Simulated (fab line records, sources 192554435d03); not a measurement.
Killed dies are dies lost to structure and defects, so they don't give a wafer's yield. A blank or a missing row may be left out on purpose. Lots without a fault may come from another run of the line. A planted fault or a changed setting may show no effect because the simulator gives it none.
Split-lot experiment | flow n5_finfet | 7 lots, 21 wafers read, on a route of 1938 steps

THE SPLIT
At N5_BEOL_M15_ETCH_61 (etches BARC in N2/H2, target depth 89 nm, overetch 26.7 nm, time 67.9 s), the setting time_s was moved away from the recipe's 67.9 s on 10 of the 21 wafers read, by -22.4% to +10.2%. The other wafers ran this setting at the recipe's value.

The file shows no step between the split and the reading.

THE READING
coat_of_BEOL_M15_COAT_22.thk_nm (the simulator's own value, which no gauge read), in nm, at N5_BEOL_M15_TRENCH_ETCH_34 (etches SiO2 in C4F8/O2/Ar, target depth 872.93 nm, time 199 s). The file gives no usual value for it. The 11 wafers here that ran the recipe average 542.7 nm, standard deviation 5.1 nm.

wafer  | tool, chamber at the split | time_s as run, s | against the recipe | coat_of_BEOL_M15_COAT_22.thk_nm, nm | against lot-mates on the recipe
L078.3 | rie_diel-01, 1             | 67.9             | recipe             | 548.4                               | -
L078.4 | rie_diel-01, 3,0           | 67.9             | recipe             | 547.8                               | -
L078.5 | rie_diel-01, 3,0           | 67.9             | recipe             | 540                                 | -
L081.1 | rie_diel-06, 1             | 52.7             | -22.4%             | 550.8                               | +13.4
L081.2 | rie_diel-06, 0             | 67.9             | recipe             | 537.4                               | -
L081.3 | rie_diel-06, 2             | 52.7             | -22.4%             | 559                                 | +21.6
L080.1 | rie_diel-01, 0             | 67.9             | recipe             | 541.6                               | -
L080.3 | rie_diel-01, 2             | 67.9             | recipe             | 549                                 | -
L080.6 | rie_diel-01, 0             | 67.9             | recipe             | 541.8                               | -
L083.2 | rie_diel-01, 3             | 55               | -19.0%             | 556                                 | +24.8
L083.3 | rie_diel-01, 1             | 55               | -19.0%             | 554.6                               | +23.4
L083.5 | rie_diel-01, 0             | 67.9             | recipe             | 531.2                               | -
L089.2 | rie_diel-06, 2             | 67.9             | recipe             | 543.8                               | -
L089.4 | rie_diel-06, 3             | 53.4             | -21.4%             | 551.6                               | +7.8
L089.6 | rie_diel-06, 0             | 53.4             | -21.4%             | 552                                 | +8.2
L090.2 | rie_diel-02, 1             | 74.83            | +10.2%             | 534.2                               | -13.0
L090.3 | rie_diel-02, 0             | 74.83            | +10.2%             | 530.4                               | -16.8
L090.5 | rie_diel-02, 2             | 67.9             | recipe             | 547.2                               | -
L096.2 | rie_diel-02, 3             | 61.78            | -9.0%              | 550.4                               | +9.0
L096.3 | rie_diel-02, 1             | 67.9             | recipe             | 541.4                               | -
L096.4 | rie_diel-02, 3             | 61.78            | -9.0%              | 548.8                               | +7.4
Where a row lists several chambers, the file gives one row for several wafers and doesn't say which wafer went through which chamber.

THE FIT
A straight line over all 21 wafers: coat_of_BEOL_M15_COAT_22.thk_nm changes by -0.61 nm for each +1% of time_s; r = -0.82; the points scatter about the line by 4.6 nm.
The same after taking each lot's own level away (the mean of its wafers on the recipe; 21 wafers): -0.871 nm for each +1%; r = -0.88; scatter 5.2 nm.
On that fit, the largest move of time_s shifts the reading by 19 nm.
The lots' own levels span 531.20 to 547.20 nm, that is 3.1 times the standard deviation above.
So the lot-to-lot level changes the slope: the two fits differ.
Check: with one of the wafers moved furthest among these (-22.4%) left out of the fit, the line predicts +19.5 nm for it against its lot-mates. It came out at +13.4 nm against them.

OTHER SPLITS ON THESE WAFERS
These wafers also went through other splits before the reading. Each is held against what the fit with the lots' levels taken away leaves over:
other split on the same wafers | wafers away from the commonest value | r with coat_of_BEOL_M15_COAT_22.thk_nm (lot level and that fit taken away)
N5_BEOL_M15_EXPOSE_25 dose_mj  | 8                                    | -0.07

THE WHOLE CHAIN: every reading that the file lists as answering this split, in the file's order
step                       | what it does                                                            | reading                                                                          | change (the file's fit)               | r (the file's)
N5_BEOL_M15_ETCH_61        | etches BARC in N2/H2, target depth 89 nm, overetch 26.7 nm, time 67.9 s | coat_of_BEOL_M15_COAT_22.thk_nm (the simulator's own value, which no gauge read) | -0.707 nm for each +1% of the setting | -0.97
N5_BEOL_M15_TRENCH_ETCH_34 | etches SiO2 in C4F8/O2/Ar, target depth 872.93 nm, time 199 s           | coat_of_BEOL_M15_COAT_22.thk_nm (the simulator's own value, which no gauge read) | -0.829 nm for each +1% of the setting | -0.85

THE FILE'S OWN FIT
coat_of_BEOL_M15_COAT_22.thk_nm changes by -0.829 nm for each +1% of time_s, r = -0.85.
